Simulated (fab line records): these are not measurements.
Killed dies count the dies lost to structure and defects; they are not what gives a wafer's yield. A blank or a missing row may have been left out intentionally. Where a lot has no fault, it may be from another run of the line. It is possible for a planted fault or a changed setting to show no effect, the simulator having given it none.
Split-lot study :: flow n5 finfet :: 21 wafers read across 7 lots, on a route 1938 steps long

ABOUT THE SPLIT
At N5_MOL_CONTACT_COAG_EXPOSE_05 (exposes mask CA, defocus 0 nm), the setting dose mj was moved away from the recipe's 38.25 on 8 of the 21 wafers read, by -5.6% to +4.4%. This setting was run at the recipe's value on the other wafers.

FROM THE SPLIT TO THE READING: what the file shows between them, 14 steps
- N5_MOL_CONTACT_COAG_PEB_06: peb time 60 s
- N5_MOL_CONTACT_COAG_DEVELOP_07: develop time 30 s
- N5_MOL_CONTACT_COAG_CD_MEAS_08: target cd 28 nm
- N5_MOL_CONTACT_COAG_DESCUM_13: chemistry O2, time 7 s
- N5_MOL_CONTACT_COAG_ETCH_59: etches underlayer in N2/H2, target depth 13 nm, time 10.4 s
- N5_MOL_CONTACT_COAG_ETCH_105: etches SiARC in CF4, target depth 15.6 nm, time 26 s (also split here: bias w)
- N5_MOL_CONTACT_COAG_ETCH_106: etches SOC in N2/H2, target depth 80 nm, overetch 16 nm, time 120 s
- N5_MOL_CONTACT_COAG_STRIP_107: strips in N2/H2
- N5_MOL_CONTACT_COAG_STRIP_108: strips in N2/H2
- N5_MOL_CONTACT_COAG_CONTACT_ETCH_14: etches SiO2 in C4F6/O2, target depth 27.5 nm, overetch 8.5 nm, time 20 s
- N5_MOL_CONTACT_COAG_STRIP_109: strips in C4F6/O2
- N5_MOL_CONTACT_COAG_ETCH_15: etches SiNx in CH3F/O2, stops on Si:P, target depth 7 nm
- N5_MOL_CONTACT_COAG_ETCH_110: etches Si in CF4/O2, target depth 2.5 nm, time 8 s
- N5_MOL_CONTACT_COAG_STRIP_98: strips in N2/H2

THE READING
cd nm (nm) at N5_MOL_CONTACT_COAG_CD_MEAS_99, where the cd target is 17.2 nm. A value of 17.1 nm with a standard deviation of 0.39 nm is what fault-free wafers of this fab line usually give.

wafer: L074.1
tool, chamber at the split: euv scanner-01, 0
dose mj as run: 38.25
against the recipe: recipe
cd nm, nm: 17.1
against lot-mates on the recipe: -

wafer: L074.2
tool, chamber at the split: euv scanner-01, 0
dose mj as run: 38.25
against the recipe: recipe
cd nm, nm: 16.7
against lot-mates on the recipe: -

wafer: L074.3
tool, chamber at the split: euv scanner-01, 0
dose mj as run: 36.1
against the recipe: -5.6%
cd nm, nm: 15.8
against lot-mates on the recipe: -1.1

wafer: L079.2
tool, chamber at the split: euv scanner-02, 0
dose mj as run: 38.25
against the recipe: recipe
cd nm, nm: 17.1
against lot-mates on the recipe: -

wafer: L079.4
tool, chamber at the split: euv scanner-02, 0
dose mj as run: 38.25
against the recipe: recipe
cd nm, nm: 17.2
against lot-mates on the recipe: -

wafer: L079.6
tool, chamber at the split: euv scanner-02, 0
dose mj as run: 38.25
against the recipe: recipe
cd nm, nm: 17.0
against lot-mates on the recipe: -

wafer: L083.2
tool, chamber at the split: euv scanner-02, 0
dose mj as run: 39.71
against the recipe: +3.8%
cd nm, nm: 18.6
against lot-mates on the recipe: +1.4

wafer: L083.3
tool, chamber at the split: euv scanner-02, 0
dose mj as run: 38.25
against the recipe: recipe
cd nm, nm: 17.4
against lot-mates on the recipe: -

wafer: L083.4
tool, chamber at the split: euv scanner-02, 0
dose mj as run: 38.25
against the recipe: recipe
cd nm, nm: 17.0
against lot-mates on the recipe: -

wafer: L087.4
tool, chamber at the split: euv scanner-02, 0
dose mj as run: 39.67
against the recipe: +3.7%
cd nm, nm: 17.8
against lot-mates on the recipe: +0.9

wafer: L087.5
tool, chamber at the split: euv scanner-02, 0
dose mj as run: 38.25
against the recipe: recipe
cd nm, nm: 16.9
against lot-mates on the recipe: -

wafer: L087.6
tool, chamber at the split: euv scanner-02, 0
dose mj as run: 39.67
against the recipe: +3.7%
cd nm, nm: 17.8
against lot-mates on the recipe: +0.9

wafer: L092.1
tool, chamber at the split: euv scanner-01, 0
dose mj as run: 38.25
against the recipe: recipe
cd nm, nm: 16.8
against lot-mates on the recipe: -

wafer: L092.3
tool, chamber at the split: euv scanner-01, 0
dose mj as run: 38.25
against the recipe: recipe
cd nm, nm: 17.3
against lot-mates on the recipe: -

wafer: L092.4
tool, chamber at the split: euv scanner-01, 0
dose mj as run: 38.25
against the recipe: recipe
cd nm, nm: 17.3
against lot-mates on the recipe: -

wafer: L094.3
tool, chamber at the split: euv scanner-02, 0
dose mj as run: 38.25
against the recipe: recipe
cd nm, nm: 17.6
against lot-mates on the recipe: -

wafer: L094.5
tool, chamber at the split: euv scanner-02, 0
dose mj as run: 36.44
against the recipe: -4.7%
cd nm, nm: 15.0
against lot-mates on the recipe: -2.5

wafer: L094.6
tool, chamber at the split: euv scanner-02, 0
dose mj as run: 38.25
against the recipe: recipe
cd nm, nm: 17.4
against lot-mates on the recipe: -

wafer: L095.1
tool, chamber at the split: euv scanner-01, 0
dose mj as run: 39.94
against the recipe: +4.4%
cd nm, nm: 18.5
against lot-mates on the recipe: no lot-mate on the recipe

wafer: L095.3
tool, chamber at the split: euv scanner-01, 0
dose mj as run: 39.94
against the recipe: +4.4%
cd nm, nm: 18.3
against lot-mates on the recipe: no lot-mate on the recipe

wafer: L095.4
tool, chamber at the split: euv scanner-01, 0
dose mj as run: 39.94
against the recipe: +4.4%
cd nm, nm: 17.5
against lot-mates on the recipe: no lot-mate on the recipe

FIT RESULTS
A straight line over all 21 wafers: cd nm changes by +0.271 nm for each +1% of dose mj; r = +0.90; the points scatter about the line by 0.37 nm.
The same after taking each lot's own level away (the mean of its wafers on the recipe; 18 wafers): +0.313 nm for each +1%; r = +0.91; scatter 0.35 nm.
That fit puts the effect of the largest move of dose mj on the reading at 1.8 nm.
The lots' own levels span 16.90 to 17.50 nm, that is 1.5 times the standard deviation above.
So the slope is not independent of the lot-to-lot level: the two fits are not the same.
Check: with one of the wafers moved furthest among these (-5.6%) left out of the fit, the line predicts -2.24 nm for it against its lot-mates. It came out at -1.1 nm against them.

THE OTHER SPLITS THESE WAFERS WENT THROUGH
Other splits were also applied to these wafers ahead of the reading. Each is held against what the fit with the lots' levels taken away leaves over:
other split on the same wafers: N5_HKMG_FIN_EXPOSE_46 dose mj
wafers away from the commonest value: 5
r with cd nm (lot level and that fit taken away): +0.26

other split on the same wafers: N5_HKMG_FIN_ETCH_54 source w
wafers away from the commonest value: 8
r with cd nm (lot level and that fit taken away): +0.20

other split on the same wafers: N5_GATE_CUT_CMP_23 down force psi
wafers away from the commonest value: 6
r with cd nm (lot level and that fit taken away): -0.29

other split on the same wafers: N5_MOL_CONTACT_COAG_ETCH_105 bias w
wafers away from the commonest value: 7
r with cd nm (lot level and that fit taken away): +0.02

THE WHOLE CHAIN: every reading that the file lists as answering this split, in the file's order
step: N5_MOL_CONTACT_COAG_CD_MEAS_08
what it does: target cd 28 nm
reading: cd nm
change (the file's fit): +0.238 nm for each +1% of the setting
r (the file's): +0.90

step: N5_MOL_CONTACT_COAG_ETCH_59
what it does: etches underlayer in N2/H2, target depth 13 nm, time 10.4 s
reading: MOL_CONTACT_COAG.cd offset nm (the simulator's own value, which no gauge read)
change (the file's fit): +0.288 nm for each +1% of the setting
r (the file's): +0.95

step: N5_MOL_CONTACT_COAG_ETCH_105
what it does: etches SiARC in CF4, target depth 15.6 nm, time 26 s
reading: MOL_CONTACT_COAG.cd offset nm (the simulator's own value, which no gauge read)
change (the file's fit): +0.263 nm for each +1% of the setting
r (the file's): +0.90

step: N5_MOL_CONTACT_COAG_ETCH_106
what it does: etches SOC in N2/H2, target depth 80 nm, overetch 16 nm, time 120 s
reading: MOL_CONTACT_COAG.cd offset nm (the simulator's own value, which no gauge read)
change (the file's fit): +0.3 nm for each +1% of the setting
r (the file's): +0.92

step: N5_MOL_CONTACT_COAG_CONTACT_ETCH_14
what it does: etches SiO2 in C4F6/O2, target depth 27.5 nm, overetch 8.5 nm, time 20 s
reading: MOL_CONTACT_COAG.cd offset nm (the simulator's own value, which no gauge read)
change (the file's fit): +0.308 nm for each +1% of the setting
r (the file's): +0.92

step: N5_MOL_CONTACT_COAG_ETCH_110
what it does: etches Si in CF4/O2, target depth 2.5 nm, time 8 s
reading: MOL_CONTACT_COAG.cd offset nm (the simulator's own value, which no gauge read)
change (the file's fit): +0.327 nm for each +1% of the setting
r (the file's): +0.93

step: N5_MOL_CONTACT_COAG_CD_MEAS_99
what it does: target cd 17.2 nm
reading: cd nm
change (the file's fit): +0.327 nm for each +1% of the setting
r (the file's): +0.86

FILE'S OWN FIT
cd nm changes by +0.327 nm for each +1% of dose mj, r = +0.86.
